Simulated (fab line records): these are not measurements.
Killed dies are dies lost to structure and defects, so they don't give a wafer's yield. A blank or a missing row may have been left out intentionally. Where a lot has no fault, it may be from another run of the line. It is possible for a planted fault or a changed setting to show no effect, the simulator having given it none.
Matching of chambers :: flow n5 finfet :: 3 sister chambers for N5_MOL_CONTACT_COAG_CO_FILL_22 on cvd co-01
The step material Co, precursor CCTBA/H2, target thk 20 nm. 3 wafers are shown with their chamber, then 8 later ones without.

== WAFERS PAIRED WITH THEIR CHAMBERS ==
wafer: L089.4
chamber: 0
heater power w (W): 254

wafer: L089.6
chamber: 1
heater power w (W): 229

wafer: L092.4
chamber: 2
heater power w (W): 260

== WAFERS WITH NO CHAMBER GIVEN ==
wafer: L092.5
heater power w (W): 225

wafer: L092.6
heater power w (W): 254

wafer: L093.1
heater power w (W): 228

wafer: L093.2
heater power w (W): 250

wafer: L093.6
heater power w (W): 219

wafer: L095.1
heater power w (W): 250

wafer: L095.3
heater power w (W): 256

wafer: L095.4
heater power w (W): 258

== CHAMBER TAKEN BY EACH ==
wafer: L092.5
from the rows above: 1
in truth: 1

wafer: L092.6
from the rows above: can't be placed: 0 or 2
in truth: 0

wafer: L093.1
from the rows above: 1
in truth: 1

wafer: L093.2
from the rows above: can't be placed: 0 or 2
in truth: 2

wafer: L093.6
from the rows above: 1
in truth: 1

wafer: L095.1
from the rows above: can't be placed: 0 or 2
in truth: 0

wafer: L095.3
from the rows above: can't be placed: 0 or 2
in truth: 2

wafer: L095.4
from the rows above: can't be placed: 2 or 0
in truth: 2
Correct placement for 3 of the 8. These rows do not allow placing 5 (true chamber among the candidates in 5). 0 placed wrongly.
How it was worked out, from the rows above alone: a wafer's distance from a chamber is the root of the sum, over the readings, of the square of ((its reading less the chamber's mean) divided by the reading's scatter). If the next closest chamber is less than 2 further off than the closest, the wafer can't be placed; otherwise it belongs to the closest. For every chamber, the mean is computed from those of its wafers that are shown. The scatter (one wafer shown for each chamber): square how far every hidden wafer sits from the nearest shown wafer, average those squares and take the square root.
